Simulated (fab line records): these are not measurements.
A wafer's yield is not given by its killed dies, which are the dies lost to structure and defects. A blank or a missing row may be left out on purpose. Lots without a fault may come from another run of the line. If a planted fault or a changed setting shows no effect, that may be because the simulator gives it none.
fab line records + flow n5_finfet
record
- lots=9
- wafers=27
- last_day=17
route steps=1938 shown SD_EPI_P@307 ILD0@344 SDB@347 BEOL_M4@1111 PASSIVATION@1936
lots with no fault: from the same line, run without faults
start_h: the number of hours between the record's first day and the start of the first shown wafer of the lot + wait_h: time in hours since the lot's previous step + " as in the row above + L1.1+2: one row covering several wafers at once + - no value, or no start was given + * or withheld: withheld + < > ~ a bound
route shown NAME@n: a module of which the file shows steps, and the number in the route of the first + usual: mean/standard deviation taken from wafers without a fault + same: alike in all rows + chamber/n: place in a boat + sites: readings site by site + _std_site: their standard deviation + _edge_site: mean of outer sites minus mean of inner sites + radius_mm: how far each site lies from the wafer's centre + mask NAME#n: copy n + behind: the most recent tool/chamber to have shaped the wafer + hold: why the lot went on hold/how many hours it stayed there/how the hold came to an end + device: the n, p or np transistor that did not switch + end of line: the route-end tests of the same wafers + a step without rows: its recipe alone + killed: the dies lost at the first sort to structure and to defects; this is not the yield of the wafer + map: dies across one wafer; x = killed, . = not, _ = none there
set.NAME: the setting as run; set.NAME@STEP: as run at that earlier step + model.NAME: the simulator's own value behind a step, which no gauge read
route steps across a sampled set of lots; one table per step, one row per wafer
services: the hour from which a tool's chamber was out of use, counted from the record's first day as start_h (under 0 if before that day), plus the number of hours and why
## steps
# step N5_SD_EPI_P_ETCH_36
# recipe
- chemistry=CF4
- target=SiARC
- target_depth_a=455
- mask_material=CAR-ArF-block
- time_s=75.8
- ion_energy_ev=80
- pressure_mtorr=40
- source_w=545
- bias_w=36
- Ar_flow_sccm=100
- cf4_flow_sccm=100
- ends=cleared
# usual
- cf4_flow_sccm=99.99/0.27
- drypump_motor_current_A=5.80/0.28
- etch_rf_on_time_s=75.6/1.5
- mfc_ar_sccm=100.0/0.32
- oes_product_au=0.66/0.069
- rf_vpp_V=184.2/1.2
- showerhead_plenum_p_Torr=2.15/0.066
- throttle_valve_pct=15.70/0.28
| lot.wafer | tool        | chamber | start_h | wait_h | cf4_flow_sccm | drypump_motor_current_A | etch_rf_on_time_s | mfc_ar_sccm | oes_product_au | rf_hours_counter_h | rf_vpp_V | showerhead_plenum_p_Torr | throttle_valve_pct |
|-----------|-------------|---------|---------|--------|---------------|-------------------------|-------------------|-------------|----------------|--------------------|----------|--------------------------|--------------------|
| L756.2    | rie_diel-02 | 3       | 68.12   | 0.0    | 99.99         | 5.58                    | 78.5              | 99.7        | 0.59           | 206                | 185.0    | 2.21                     | 15.80              |
| L756.4    | "           | 2       | "       | "      | 100.05        | 5.32                    | 76.4              | 99.6        | 0.68           | 108                | 182.4    | 2.07                     | 15.38              |
| L756.5    | "           | 3       | "       | "      | 99.85         | 5.60                    | 78.8              | 99.9        | 0.59           | -                  | 184.2    | 2.21                     | 15.81              |
| L758.4    | rie_diel-04 | 0       | 80.51   | 0.0    | 100.16        | 5.86                    | 74.2              | 99.9        | 0.68           | 118                | 186.8    | 2.23                     | 15.89              |
| L758.5    | "           | 2       | "       | "      | 100.09        | 5.80                    | 73.7              | 100.2       | 0.84           | -                  | 184.5    | 2.10                     | 14.90              |
| L758.6    | "           | 1       | "       | "      | 100.28        | 6.24                    | 76.4              | 99.6        | 0.58           | -                  | 181.6    | 2.03                     | 16.02              |
| L759.2    | rie_diel-04 | 3       | 82.78   | 0.0    | 100.19        | 5.47                    | 74.2              | 100.3       | 0.64           | 182                | 184.0    | 2.13                     | 15.77              |
| L759.3    | "           | 2       | "       | "      | 100.20        | 5.79                    | 74.3              | 99.9        | 0.83           | 3                  | 184.5    | 2.10                     | 14.89              |
| L759.6    | "           | 0       | "       | "      | 99.59         | 5.84                    | 74.6              | 99.7        | 0.68           | -                  | 185.9    | 2.23                     | 15.90              |
| L767.2    | rie_diel-02 | 1       | 138.03  | 0.0    | 100.14        | 5.88                    | 75.7              | 100.0       | 0.62           | 195                | 183.1    | 2.12                     | 15.94              |
| L767.3    | "           | 3       | "       | "      | 100.02        | 5.58                    | 77.8              | 99.9        | 0.58           | 227                | 184.5    | 2.20                     | 15.85              |
| L767.6    | "           | 2       | "       | "      | 99.99         | 5.29                    | 76.8              | 100.0       | 0.66           | -                  | 182.2    | 2.07                     | 15.41              |
| L768.4    | rie_diel-02 | 3       | 140.00  | 0.0    | 100.13        | 5.59                    | 78.3              | 100.4       | 0.58           | 228                | 184.9    | 2.20                     | 15.84              |
| L768.5    | "           | 3       | "       | "      | 99.95         | 5.57                    | 77.6              | 100.1       | 0.58           | -                  | 185.8    | 2.20                     | 15.85              |
| L768.6    | "           | 2       | "       | "      | 100.17        | 5.31                    | 75.6              | 99.9        | 0.67           | -                  | 180.8    | 2.07                     | 15.40              |
| L769.1    | rie_diel-04 | 1       | 146.64  | 0.0    | 99.67         | 6.24                    | 73.2              | 99.5        | 0.84           | 11                 | 185.6    | 2.27                     | 15.57              |
| L769.3    | "           | 3       | "       | "      | 100.05        | 5.47                    | 74.5              | 99.8        | 0.63           | 202                | 184.8    | 2.12                     | 15.84              |
| L769.4    | "           | 0       | "       | "      | 100.16        | 5.82                    | 74.4              | 100.2       | 0.67           | -                  | 184.1    | 2.23                     | 15.95              |
| L772.2    | rie_diel-02 | 1       | 160.83  | 0.0    | 99.76         | 5.89                    | 76.2              | 99.9        | 0.60           | 203                | 183.5    | 2.12                     | 15.95              |
| L772.3    | "           | 3       | "       | "      | 100.27        | 5.61                    | 79.1              | 100.0       | 0.58           | 235                | 184.4    | 2.20                     | 15.86              |
| L772.6    | "           | 1       | "       | "      | 100.36        | 5.89                    | 76.0              | 99.6        | 0.62           | -                  | 184.5    | 2.12                     | 15.94              |
| L774.1    | rie_diel-02 | 2       | 177.72  | 0.0    | 99.89         | 5.36                    | 75.5              | 99.9        | 0.66           | 142                | 183.4    | 2.06                     | 15.44              |
| L774.2    | "           | 0       | "       | "      | 99.74         | 6.07                    | 76.3              | 100.6       | 0.65           | 159                | 184.3    | 2.14                     | 15.84              |
| L774.6    | "           | 1       | "       | "      | 100.22        | 5.91                    | 75.1              | 99.8        | 0.61           | -                  | 184.9    | 2.12                     | 15.95              |
| L775.2    | rie_diel-02 | 1       | 183.29  | 0.0    | 99.96         | 5.89                    | 74.9              | 100.3       | 0.61           | 209                | 183.3    | 2.12                     | 15.96              |
| L775.3    | "           | 0       | "       | "      | 99.73         | 6.08                    | 76.7              | 100.4       | 0.64           | 160                | 184.7    | 2.14                     | 15.84              |
| L775.5    | "           | 3       | "       | "      | 100.19        | 5.58                    | 76.9              | 99.8        | 0.58           | -                  | 185.6    | 2.20                     | 15.88              |
# step N5_ILD0_CMP_12
# recipe
- stop_on=poly-Si
- material=SiNx
- t_overpolish_s=6
- post_cmp_clean=alkaline_brush
- down_force_psi=2.5
- platen_rpm=51.8
- pad_velocity_m_s=1.0307
- target_thk_nm=17.67
# usual
- motor_current_A=8.8/0.9
- overpolish_run_s=6.000/0.0088
- time_to_endpoint_s=29.9/2.3
| lot.wafer | tool   | chamber | start_h | wait_h | motor_current_A | overpolish_run_s | time_to_endpoint_s |
|-----------|--------|---------|---------|--------|-----------------|------------------|--------------------|
| L756.2    | cmp-02 | 3       | 78.82   | 1.4    | 8.7             | 5.996            | 31.1               |
| L756.4    | "      | 1       | "       | "      | 10.6            | 5.987            | 30.5               |
| L756.5    | "      | 0       | "       | "      | 8.9             | 5.993            | 31.6               |
| L758.4    | cmp-04 | 3       | 92.72   | 1.2    | 9.2             | 5.995            | 29.4               |
| L758.6    | "      | 2       | "       | "      | 8.7             | 5.991            | 28.9               |
| L758.5    | "      | 3       | "       | "      | 8.7             | 5.993            | 29.8               |
| L759.3    | cmp-04 | 0       | 93.72   | 1.1    | 8.4             | 6.001            | 28.5               |
| L759.2    | "      | 3       | "       | "      | 9.0             | 5.994            | 29.6               |
| L759.6    | "      | 0       | "       | "      | 8.0             | 5.993            | 28.3               |
| L767.2    | cmp-01 | 1       | 150.04  | 1.2    | 9.4             | 5.990            | 17.3               |
| L767.3    | "      | 3       | "       | "      | 7.4             | 5.994            | 29.2               |
| L767.6    | "      | 1       | "       | "      | 9.2             | 6.006            | 32.5               |
| L768.4    | cmp-02 | 1       | 151.72  | 1.2    | 10.3            | 6.006            | 31.0               |
| L768.6    | "      | 0       | "       | "      | 9.0             | 5.976            | 31.2               |
| L768.5    | "      | 1       | "       | "      | 10.5            | 6.002            | 28.8               |
| L769.3    | cmp-01 | 2       | 158.08  | 1.1    | 9.2             | 5.998            | 27.5               |
| L769.4    | "      | 3       | "       | "      | 7.7             | 5.988            | 14.1               |
| L769.1    | "      | 1       | "       | "      | 9.2             | 5.995            | 31.8               |
| L772.2    | cmp-02 | 0       | 171.28  | 1.1    | 9.2             | 6.002            | 31.0               |
| L772.3    | "      | 1       | "       | "      | 10.4            | 5.997            | 30.3               |
| L772.6    | "      | 1       | "       | "      | 10.9            | 6.006            | 30.0               |
| L774.2    | cmp-02 | 0       | 189.50  | 1.2    | 9.0             | 5.995            | 31.4               |
| L774.1    | "      | 1       | "       | "      | 10.6            | 6.011            | 29.1               |
| L774.6    | "      | 3       | "       | "      | 8.8             | 5.987            | 31.0               |
| L775.3    | cmp-02 | 2       | 194.08  | 1.1    | 7.3             | 5.999            | 27.8               |
| L775.2    | "      | 1       | "       | "      | 10.8            | 5.987            | 26.4               |
| L775.5    | "      | 3       | "       | "      | 8.1             | 6.011            | 27.8               |
# step N5_SDB_HM_DEP_00
# recipe
- material=SiNx
- target_thk_a=400
- temp_c=400
- precursor=SiH4/NH3/N2
- pressure_torr=1.5
- rf_w=300
- time_s=35.3
# usual
- heater_power_outer_w=516/68
- heater_power_w=842/110
- showerhead_plenum_p_Torr=5.11/0.12
- throttle_valve_pct=39.8/2
| lot.wafer | tool     | chamber | start_h | wait_h | heater_power_outer_w | heater_power_w | showerhead_plenum_p_Torr | throttle_valve_pct |
|-----------|----------|---------|---------|--------|----------------------|----------------|--------------------------|--------------------|
| L756.2    | pecvd-04 | 0       | 79.17   | 0.0    | 494                  | 736            | 5.17                     | 38.9               |
| L756.4    | "        | 2       | "       | "      | 450                  | 727            | 5.28                     | 40.1               |
| L756.5    | "        | 0       | "       | "      | 496                  | 724            | 5.15                     | 39.1               |
| L758.4    | pecvd-01 | 1       | 93.06   | 0.1    | 491                  | 771            | 5.29                     | 41.9               |
| L758.5    | "        | 2       | "       | "      | 477                  | 780            | 4.98                     | 37.3               |
| L758.6    | "        | 0       | "       | "      | 442                  | 741            | 4.97                     | 40.5               |
| L759.2    | pecvd-01 | 0       | 94.07   | 0.0    | 388                  | 684            | 4.96                     | 40.4               |
| L759.3    | "        | 1       | "       | "      | 572                  | 881            | 5.29                     | 42.0               |
| L759.6    | "        | 0       | "       | "      | 391                  | 669            | 4.98                     | 40.5               |
| L767.2    | pecvd-04 | 1       | 150.36  | 0.0    | 580                  | 893            | 5.14                     | 42.9               |
| L767.3    | "        | 1       | "       | "      | 585                  | 933            | 5.12                     | 43.2               |
| L767.6    | "        | 0       | "       | "      | 468                  | 709            | 5.15                     | 39.2               |
| L768.4    | pecvd-02 | 1       | 152.07  | 0.1    | 524                  | 898            | 5.10                     | 36.7               |
| L768.5    | "        | 2       | "       | "      | 564                  | 972            | 5.12                     | 37.3               |
| L768.6    | "        | 0       | "       | "      | 672                  | 1055           | 5.04                     | 41.9               |
| L769.1    | pecvd-01 | 2       | 158.43  | 0.0    | 466                  | 759            | 4.94                     | 37.8               |
| L769.3    | "        | 1       | "       | "      | 542                  | 853            | 5.29                     | 42.1               |
| L769.4    | "        | 0       | "       | "      | 395                  | 653            | 4.96                     | 40.9               |
| L772.2    | pecvd-04 | 0       | 171.64  | 0.0    | 477                  | 718            | 5.16                     | 39.1               |
| L772.3    | "        | 2       | "       | "      | 501                  | 786            | 5.26                     | 40.1               |
| L772.6    | "        | 1       | "       | "      | 559                  | 913            | 5.13                     | 42.9               |
| L774.1    | pecvd-04 | 2       | 189.82  | 0.0    | 489                  | 813            | 5.28                     | 40.2               |
| L774.2    | "        | 1       | "       | "      | 572                  | 930            | 5.13                     | 43.1               |
| L774.6    | "        | 0       | "       | "      | 424                  | 655            | 5.15                     | 39.6               |
| L775.2    | pecvd-01 | 1       | 194.44  | 0.0    | 593                  | 932            | 5.30                     | 41.9               |
| L775.3    | "        | 0       | "       | "      | 463                  | 782            | 4.97                     | 40.7               |
| L775.5    | "        | 0       | "       | "      | 469                  | 763            | 4.96                     | 41.0               |
# step N5_SDB_INSPECT_13
# recipe
- mode=adi
- inspect_instrument=brightfield
# usual
- raw_defect_count=79/31
| lot.wafer | tool              | chamber | start_h | wait_h | raw_defect_count |
|-----------|-------------------|---------|---------|--------|------------------|
| L756.2    | defect_inspect-01 | -       | 79.68   | 0.0    | 111              |
| L756.4    | "                 | -       | "       | "      | 49               |
| L756.5    | "                 | -       | "       | "      | 84               |
| L758.4    | defect_inspect-01 | -       | 93.42   | 0.0    | 104              |
| L758.5    | "                 | -       | "       | "      | 85               |
| L758.6    | "                 | -       | "       | "      | 107              |
| L759.2    | defect_inspect-01 | -       | 94.45   | 0.0    | 135              |
| L759.3    | "                 | -       | "       | "      | 221              |
| L759.6    | "                 | -       | "       | "      | 98               |
| L767.2    | defect_inspect-02 | -       | 150.90  | 0.0    | 125              |
| L767.3    | "                 | -       | "       | "      | 81               |
| L767.6    | "                 | -       | "       | "      | 70               |
| L768.4    | defect_inspect-02 | -       | 152.55  | 0.0    | 103              |
| L768.5    | "                 | -       | "       | "      | 47               |
| L768.6    | "                 | -       | "       | "      | 69               |
| L769.1    | defect_inspect-02 | -       | 158.94  | 0.0    | 59               |
| L769.3    | "                 | -       | "       | "      | 103              |
| L769.4    | "                 | -       | "       | "      | 114              |
| L772.2    | defect_inspect-01 | -       | 172.02  | 0.0    | 51               |
| L772.3    | "                 | -       | "       | "      | 78               |
| L772.6    | "                 | -       | "       | "      | 129              |
| L774.1    | defect_inspect-01 | -       | 190.32  | 0.0    | 88               |
| L774.2    | "                 | -       | "       | "      | 94               |
| L774.6    | "                 | -       | "       | "      | 73               |
| L775.2    | defect_inspect-01 | -       | 194.94  | 0.0    | 92               |
| L775.3    | "                 | -       | "       | "      | 97               |
| L775.5    | "                 | -       | "       | "      | 89               |
# step N5_BEOL_M4_RC_MEAS_101
# usual
- DIBL_N=36.3/1.4
- DIBL_P=35.7/1.5
- IOFF_N=0.155/0.022
- IOFF_P=0.204/0.027
- ION_N=671/9
- ION_P=459/6.2
- SS_N=71.5/0.54
- SS_P=73.1/0.56
- VT_N=250.2/2.6
- VT_P=-251/3.3
| lot.wafer | tool      | chamber | start_h | wait_h | DIBL_N[mV/V] | DIBL_P[mV/V] | IOFF_N[nA/um] | IOFF_P[nA/um] | ION_N[uA/um] | ION_P[uA/um] | SS_N[mV/dec] | SS_P[mV/dec] | VT_N[mV] | VT_P[mV] |
|-----------|-----------|---------|---------|--------|--------------|--------------|---------------|---------------|--------------|--------------|--------------|--------------|----------|----------|
| L756.2    | prober-01 | 0       | 186.80  | 0.2    | 35.3         | 35.6         | 0.162         | 0.216         | 677          | 466          | 71.7         | 73.3         | 247.9    | -248     |
| L756.4    | "         | 0       | "       | "      | 35.4         | 35.4         | 0.156         | 0.221         | 663          | 462          | 71.7         | 73.4         | 249.2    | -249     |
| L756.5    | "         | 0       | "       | "      | 34.2         | 33.7         | 0.144         | 0.187         | 671          | 457          | 70.8         | 72.3         | 250.9    | -251     |
| L758.4    | prober-02 | 0       | 191.64  | 0.5    | 36.2         | 35.2         | 0.150         | 0.229         | 666          | 468          | 71.1         | 73.1         | 252.7    | -247     |
| L758.5    | "         | 0       | "       | "      | 34.4         | 33.4         | 0.129         | 0.214         | 670          | 471          | 70.6         | 72.0         | 251.9    | -250     |
| L758.6    | "         | 0       | "       | "      | 36.4         | 34.8         | 0.161         | 0.235         | 667          | 461          | 70.9         | 73.4         | 248.3    | -247     |
| L759.2    | prober-01 | 0       | 192.17  | 0.6    | 37.8         | 37.2         | 0.193         | 0.243         | 674          | 465          | 71.1         | 74.0         | 246.9    | -246     |
| L759.3    | "         | 0       | "       | "      | 35.7         | 35.6         | 0.148         | 0.210         | 670          | 464          | 70.6         | 73.3         | 250.1    | -248     |
| L759.6    | "         | 0       | "       | "      | 36.8         | 37.0         | 0.185         | 0.239         | 691          | 470          | 71.4         | 73.5         | 247.2    | -246     |
| L767.2    | prober-01 | 0       | 247.77  | 0.2    | 35.8         | 33.7         | 0.151         | 0.171         | 668          | 451          | 72.0         | 73.8         | 252.2    | -260     |
| L767.3    | "         | 0       | "       | "      | 36.0         | 34.3         | 0.158         | 0.180         | 682          | 462          | 70.8         | 73.5         | 250.4    | -255     |
| L767.6    | "         | 0       | "       | "      | 36.3         | 33.9         | 0.159         | 0.179         | 673          | 457          | 71.1         | 74.0         | 250.6    | -255     |
| L768.4    | prober-01 | 0       | 253.56  | 0.5    | 36.8         | 34.0         | 0.151         | 0.169         | 666          | 454          | 71.4         | 72.9         | 248.8    | -257     |
| L768.5    | "         | 0       | "       | "      | 36.0         | 33.6         | 0.138         | 0.161         | 667          | 451          | 71.5         | 72.5         | 253.7    | -254     |
| L768.6    | "         | 0       | "       | "      | 35.6         | 33.8         | 0.136         | 0.166         | 671          | 457          | 71.4         | 73.1         | 252.2    | -256     |
| L769.1    | prober-02 | 0       | 255.69  | 0.0    | 38.7         | 36.4         | 0.170         | 0.212         | 677          | 462          | 72.5         | 73.1         | 246.9    | -247     |
| L769.3    | "         | 0       | "       | "      | 38.6         | 36.9         | 0.167         | 0.211         | 673          | 457          | 72.1         | 74.2         | 247.0    | -252     |
| L769.4    | "         | 0       | "       | "      | 37.4         | 35.5         | 0.143         | 0.199         | 668          | 456          | 72.0         | 73.8         | 252.2    | -251     |
| L772.2    | prober-01 | 0       | 274.48  | 0.2    | 34.1         | 33.5         | 0.119         | 0.174         | 666          | 457          | 71.0         | 72.7         | 253.2    | -252     |
| L772.3    | "         | 0       | "       | "      | 35.0         | 34.6         | 0.131         | 0.185         | 664          | 457          | 71.2         | 72.9         | 252.5    | -251     |
| L772.6    | "         | 0       | "       | "      | 35.4         | 34.6         | 0.138         | 0.192         | 677          | 462          | 71.6         | 73.0         | 250.7    | -251     |
| L774.1    | prober-01 | 0       | 293.64  | 0.0    | 36.0         | 35.2         | 0.143         | 0.185         | 674          | 459          | 71.3         | 72.9         | 252.5    | -254     |
| L774.2    | "         | 0       | "       | "      | 34.7         | 33.2         | 0.120         | 0.159         | 655          | 450          | 72.0         | 72.7         | 253.5    | -254     |
| L774.6    | "         | 0       | "       | "      | 37.8         | 37.7         | 0.188         | 0.224         | 682          | 464          | 71.5         | 73.9         | 245.5    | -251     |
| L775.2    | prober-02 | 0       | 294.24  | 0.2    | 37.1         | 36.6         | 0.183         | 0.232         | 679          | 465          | 71.5         | 72.9         | 246.5    | -248     |
| L775.3    | "         | 0       | "       | "      | 36.2         | 35.7         | 0.157         | 0.210         | 667          | 458          | 71.2         | 72.2         | 250.3    | -249     |
| L775.5    | "         | 0       | "       | "      | 37.1         | 37.5         | 0.176         | 0.248         | 677          | 468          | 71.0         | 73.3         | 246.7    | -245     |
# step N5_PASSIVATION_PROBE_49
# usual
- defect_limited_yield=91.0/1.5
- killed_at_M0_to_M3=36/12
- killed_at_M4_up=14/5.5
- killed_at_contacts=11/4.8
- killed_at_front_end=42/12
- killed_at_other=3.7/2.7
- killed_dies=106/18
- killed_open=70/13
- killed_short=35/8.2
- sort_bin_5_function=5.3/1
- sort_bin_6_memory=3.3/0.69
- sort_n_pass=1074/18
- sort_yield_pct=91.0/1.5
# same
- gross_dies=1180
- killed_at_back_side=0
- sort_bin_4_leakage[%]=0
- sort_bin_8_speed[%]=0
| lot.wafer | tool      | chamber | start_h | wait_h | defect_limited_yield[%] | killed_at_M0_to_M3 | killed_at_M4_up | killed_at_contacts | killed_at_front_end | killed_at_other | killed_dies | killed_open | killed_short | sort_bin_5_function[%] | sort_bin_6_memory[%] | sort_n_pass | sort_yield_pct[%] |
|-----------|-----------|---------|---------|--------|-------------------------|--------------------|-----------------|--------------------|---------------------|-----------------|-------------|-------------|--------------|------------------------|----------------------|-------------|-------------------|
| L758.4    | prober-01 | -       | 299.74  | 0.2    | 90.9                    | 31                 | 15              | 13                 | 41                  | 7               | 107         | 63          | 40           | 5.6                    | 2.8                  | 1073        | 90.9              |
| L758.5    | prober-01 | -       | 299.79  | 0.2    | 92.0                    | 30                 | 12              | 12                 | 31                  | 9               | 94          | 54          | 39           | 4.9                    | 2.9                  | 1086        | 92.0              |
| L758.6    | prober-01 | -       | 299.84  | 0.3    | 92.9                    | 17                 | 15              | 6                  | 46                  | 0               | 84          | 51          | 27           | 4.0                    | 2.7                  | 1096        | 92.9              |
| L772.6    | prober-01 | -       | 380.03  | 0.3    | 90.2                    | 36                 | 13              | 12                 | 54                  | 1               | 116         | 72          | 43           | 6.4                    | 3.3                  | 1064        | 90.2              |
# killed by level:class
L758.4 FIN_SAQP:geometric_particle:open=14 MOL_CONTACT_COAG:geometric_particle:open=10 FIN_SAQP:geometric_particle:short=8 BEOL_M3:geometric_particle:open=7 BEOL_M1:geometric_particle:open=6 BEOL_M0_SAQP:geometric_particle:short=5 GATE_CUT:geometric_particle:short=5 PASS1_CAP:geometric_particle:open=4
L758.5 BEOL_M1:geometric_particle:open=9 FIN_SAQP:geometric_particle:open=6 DUMMY_GATE:geometric_particle:open=6 MOL_CONTACT_COAG:geometric_particle:short=6 MOL_CONTACT_COAG:geometric_particle:open=6 FIN_SAQP:geometric_particle:short=5 BEOL_M1:geometric_particle:short=5 BEOL_M0_SAQP:geometric_particle:short=4
L758.6 FIN_SAQP:geometric_particle:open=10 FIN_SAQP:geometric_particle:short=7 STI_FIN_REVEAL:geometric_particle:open=6 BEOL_M3:geometric_particle:open=6 MOL_CONTACT_COAG:geometric_particle:open=5 ILD0:geometric_particle:open=4 GATE_CUT:geometric_particle:short=4 BEOL_M7:geometric_particle:open=4
L772.6 FIN_SAQP:geometric_particle:short=12 FIN_SAQP:geometric_particle:open=11 GATE_CUT:geometric_particle:short=10 MOL_CONTACT_COAG:geometric_particle:open=10 STI_FIN_REVEAL:geometric_particle:open=8 BEOL_M0_SAQP:geometric_particle:short=7 BEOL_M3:geometric_particle:open=7 BEOL_M0_SAQP:geometric_particle:open=6
## services
| tool        | chamber | start_h | hours | kind   |
|-------------|---------|---------|-------|--------|
| rie_diel-04 | 3       | 49.33   | 6.1   | repair |
| cmp-02      | -       | 49.36   | 4.0   | pm     |
| pecvd-01    | -       | 52.10   | 0.9   | repair |
| cmp-01      | -       | 63.85   | 7.4   | pm     |
| cmp-02      | -       | 66.82   | 0.3   | repair |
| cmp-04      | -       | 68.05   | 0.7   | repair |
| cmp-01      | -       | 73.34   | 6.6   | repair |
| cmp-04      | -       | 77.74   | 4.0   | repair |
| pecvd-04    | 1       | 79.71   | 6.9   | repair |
| rie_diel-04 | 2       | 86.03   | 7.0   | repair |
| cmp-02      | -       | 93.69   | 1.8   | repair |
| cmp-01      | -       | 95.28   | 3.5   | repair |
| cmp-02      | -       | 107.47  | 5.4   | pm     |
| cmp-01      | -       | 108.73  | 12.0  | pm     |
| cmp-04      | -       | 112.04  | 4.0   | pm     |
| cmp-01      | -       | 127.49  | 4.0   | repair |
| rie_diel-04 | 3       | 137.47  | 4.1   | repair |
| pecvd-04    | -       | 143.93  | 0.3   | repair |
| cmp-02      | -       | 143.95  | 4.6   | pm     |
| rie_diel-04 | 2       | 146.42  | 8.2   | repair |
| pecvd-04    | 2       | 148.56  | 7.2   | repair |
| cmp-04      | -       | 160.84  | 3.5   | pm     |
| rie_diel-04 | -       | 173.81  | 2.7   | repair |
| cmp-01      | -       | 176.78  | 0.4   | repair |
## key
first_sign
- step=N5_ILD0_CMP_12
- reading=time_to_endpoint_s
- direction=down
- sigmas=6.1
- usual=*
- struck=*
effect none on later readings
met_at N5_ILD0_CMP_12
struck_lots L767,L769
struck_wafers L767.2,L769.4
not_acting_at N5_SD_EPI_P_ETCH_36,N5_SDB_HM_DEP_00,N5_SDB_INSPECT_13
fault
- kind=process_parameter_drift
- tool=cmp-01
- chamber=-
- onset_h=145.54
- steps=N5_ILD0_CMP_12
- channel=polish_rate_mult
- offset=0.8
- shape=step
- end_h=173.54
- scope=struck_wafers_only
